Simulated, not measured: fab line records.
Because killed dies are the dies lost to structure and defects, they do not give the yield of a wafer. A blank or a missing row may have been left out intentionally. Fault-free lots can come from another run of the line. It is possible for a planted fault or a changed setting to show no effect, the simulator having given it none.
Chamber matching	flow nandHarc	rieDiel-01 running NHARC_P_M1_STRIP_18: 4 sister chambers
The step strips in N2/H2. 8 wafers are shown with their chamber, then 10 later ones without.

WAFERS, EACH WITH ITS CHAMBER
wafer	chamber	oesProductAu (a.u.)	rfVppV (V)
L082.4	2	1.005	90.5
L085.5	0	1.004	90.3
L085.6	3	0.997	91.2
L087.3	1	0.993	90.6
L087.5	0	1.002	90.6
L087.6	1	0.997	89.9
L088.1	2	1.013	90.8
L088.2	3	1.002	91.7

WAFERS MISSING THEIR CHAMBER
wafer	oesProductAu (a.u.)	rfVppV (V)
L088.4	1.012	91.3
L089.1	0.996	90.4
L089.2	1.016	92.8
L089.5	1.011	90.8
L095.1	1.009	89.0
L095.2	0.985	92.0
L095.3	0.999	90.7
L097.1	0.990	89.9
L097.3	0.998	90.4
L097.5	1.001	89.9

EACH ONE'S CHAMBER
wafer	from the rows above	in truth
L088.4	can't be placed: 2 or 3 or 0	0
L089.1	can't be placed: 1 or 0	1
L089.2	can't be placed: 3 or 2 or 0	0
L089.5	can't be placed: 2 or 0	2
L095.1	can't be placed: 0 or 2 or 1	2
L095.2	can't be placed: 3 or 1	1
L095.3	can't be placed: 0 or 1 or 3 or 2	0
L097.1	1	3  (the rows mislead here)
L097.3	can't be placed: 1 or 0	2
L097.5	can't be placed: 0 or 1 or 2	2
Correct placement for 0 of the 10. Cannot be placed on the basis of these rows: 9; the candidates contain the true chamber in 8. Placed wrongly: 1.
How it was worked out, from the rows above alone: a wafer's distance from a chamber is the root of the sum, over the readings, of the square of ((its reading less the chamber's mean) divided by the reading's scatter). If the next closest chamber is less than 2 further off than the closest, the wafer can't be placed; otherwise it belongs to the closest. For every chamber, the mean is computed from those of its wafers that are shown. The scatter: the root of (the sum of the squares of (reading less its chamber's mean) over the shown wafers, divided by (wafers less chambers)).
